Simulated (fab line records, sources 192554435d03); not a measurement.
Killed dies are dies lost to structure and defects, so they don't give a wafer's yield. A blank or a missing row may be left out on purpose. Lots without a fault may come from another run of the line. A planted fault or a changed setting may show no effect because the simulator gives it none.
Split-lot experiment | flow n5_finfet | 7 lots, 21 wafers read, on a route of 1938 steps

THE SPLIT
At N5_BEOL_M11_COAT_64 (time 60 s, resist thk 30 nm), the setting spin_rpm was moved away from the recipe's 1500 rpm on 11 of the 21 wafers read, by -6.4% to +10.9%. The other wafers ran this setting at the recipe's value.

FROM THE SPLIT TO THE READING: what the file shows between them, 3 steps
- N5_BEOL_M11_COAT_22: resist thk 90 nm
- N5_BEOL_M11_EBR_24
- N5_BEOL_M11_DESCUM_33: chemistry O2, time 7.9 s

THE READING
CAR-ArF_of_BEOL_M11_COAT_22.thk_nm (the simulator's own value, which no gauge read), in nm, at N5_BEOL_M11_ETCH_65 (etches SiARC in CF4, target depth 39 nm, time 65 s). The file gives no usual value for it. The 10 wafers here that ran the recipe average 55.4 nm, standard deviation 0.17 nm.

wafer  | tool, chamber at the split | spin_rpm as run, rpm | against the recipe | CAR-ArF_of_BEOL_M11_COAT_22.thk_nm, nm | against lot-mates on the recipe
L074.2 | litho_track-04, 0          | 1663                 | +10.9%             | 56.4                                   | +1.4
L074.4 | litho_track-04, 0          | 1500                 | recipe             | 55                                     | -
L074.6 | litho_track-04, 0          | 1663                 | +10.9%             | 56.6                                   | +1.6
L077.1 | litho_track-04, 0          | 1500                 | recipe             | 55.4                                   | -
L077.4 | litho_track-04, 0          | 1500                 | recipe             | 55.6                                   | -
L077.6 | litho_track-04, 0          | 1432                 | -4.5%              | 55                                     | -0.5
L078.1 | litho_track-04, 0          | 1438                 | -4.1%              | 54.6                                   | no lot-mate on the recipe
L078.2 | litho_track-04, 0          | 1438                 | -4.1%              | 55                                     | no lot-mate on the recipe
L078.4 | litho_track-04, 0          | 1438                 | -4.1%              | 55.2                                   | no lot-mate on the recipe
L083.2 | litho_track-03, 0          | 1500                 | recipe             | 55.6                                   | -
L083.5 | litho_track-03, 0          | 1660                 | +10.7%             | 56.8                                   | +1.2
L083.6 | litho_track-03, 0          | 1660                 | +10.7%             | 57                                     | +1.4
L082.1 | litho_track-04, 0          | 1500                 | recipe             | 55.6                                   | -
L082.2 | litho_track-04, 0          | 1500                 | recipe             | 55.4                                   | -
L082.3 | litho_track-04, 0          | 1404                 | -6.4%              | 54.6                                   | -0.9
L087.1 | litho_track-03, 0          | 1500                 | recipe             | 55.6                                   | -
L087.2 | litho_track-03, 0          | 1610                 | +7.3%              | 56.4                                   | +0.8
L087.4 | litho_track-03, 0          | 1610                 | +7.3%              | 56                                     | +0.4
L093.1 | litho_track-05, 0          | 1500                 | recipe             | 55.4                                   | -
L093.3 | litho_track-05, 0          | 1500                 | recipe             | 55.4                                   | -
L093.5 | litho_track-05, 0          | 1500                 | recipe             | 55.4                                   | -

THE FIT
A straight line over all 21 wafers: CAR-ArF_of_BEOL_M11_COAT_22.thk_nm changes by +0.116 nm for each +1% of spin_rpm; r = +0.95; the points scatter about the line by 0.21 nm.
The same after taking each lot's own level away (the mean of its wafers on the recipe; 18 wafers): +0.123 nm for each +1%; r = +0.97; scatter 0.16 nm.
On that fit, the largest move of spin_rpm shifts the reading by 1.3 nm.
The lots' own levels span 55.00 to 55.60 nm, that is 3.4 times the standard deviation above.
So the lot-to-lot level changes the slope little: the two slopes agree.
Check: with one of the wafers moved furthest among these (+10.9%) left out of the fit, the line predicts +1.3 nm for it against its lot-mates. It came out at +1.4 nm against them.

OTHER SPLITS ON THESE WAFERS
These wafers also went through other splits before the reading. Each is held against what the fit with the lots' levels taken away leaves over:
other split on the same wafers     | wafers away from the commonest value | r with CAR-ArF_of_BEOL_M11_COAT_22.thk_nm (lot level and that fit taken away)
N5_BEOL_M8_TRENCH_ETCH_37 source_w | 8                                    | -0.04
N5_BEOL_M9_ETCH_62 source_w        | 6                                    | +0.55
N5_BEOL_M9_EXPOSE_25 dose_mj       | 7                                    | +0.37
N5_BEOL_M10_VIA_ETCH_34 bias_w     | 9                                    | -0.07
N5_BEOL_M11_COAT_63 spin_rpm       | 4                                    | +0.08

THE WHOLE CHAIN: every reading that the file lists as answering this split, in the file's order
step                | what it does                                       | reading                                                                             | change (the file's fit)               | r (the file's)
N5_BEOL_M11_COAT_64 | time 60 s, resist thk 30 nm                        | SiARC_of_BEOL_M11_COAT_64.thk_nm (the simulator's own value, which no gauge read)   | -0.136 nm for each +1% of the setting | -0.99
N5_BEOL_M11_ETCH_65 | etches SiARC in CF4, target depth 39 nm, time 65 s | etch_rf_on_time_s                                                                   | withheld for each +1% of the setting  | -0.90
N5_BEOL_M11_ETCH_65 | etches SiARC in CF4, target depth 39 nm, time 65 s | etch.depth_nm (the simulator's own value, which no gauge read)                      | -0.138 nm for each +1% of the setting | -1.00
N5_BEOL_M11_ETCH_65 | etches SiARC in CF4, target depth 39 nm, time 65 s | CAR-ArF_of_BEOL_M11_COAT_22.thk_nm (the simulator's own value, which no gauge read) | +0.123 nm for each +1% of the setting | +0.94

THE FILE'S OWN FIT
CAR-ArF_of_BEOL_M11_COAT_22.thk_nm changes by +0.123 nm for each +1% of spin_rpm, r = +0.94.
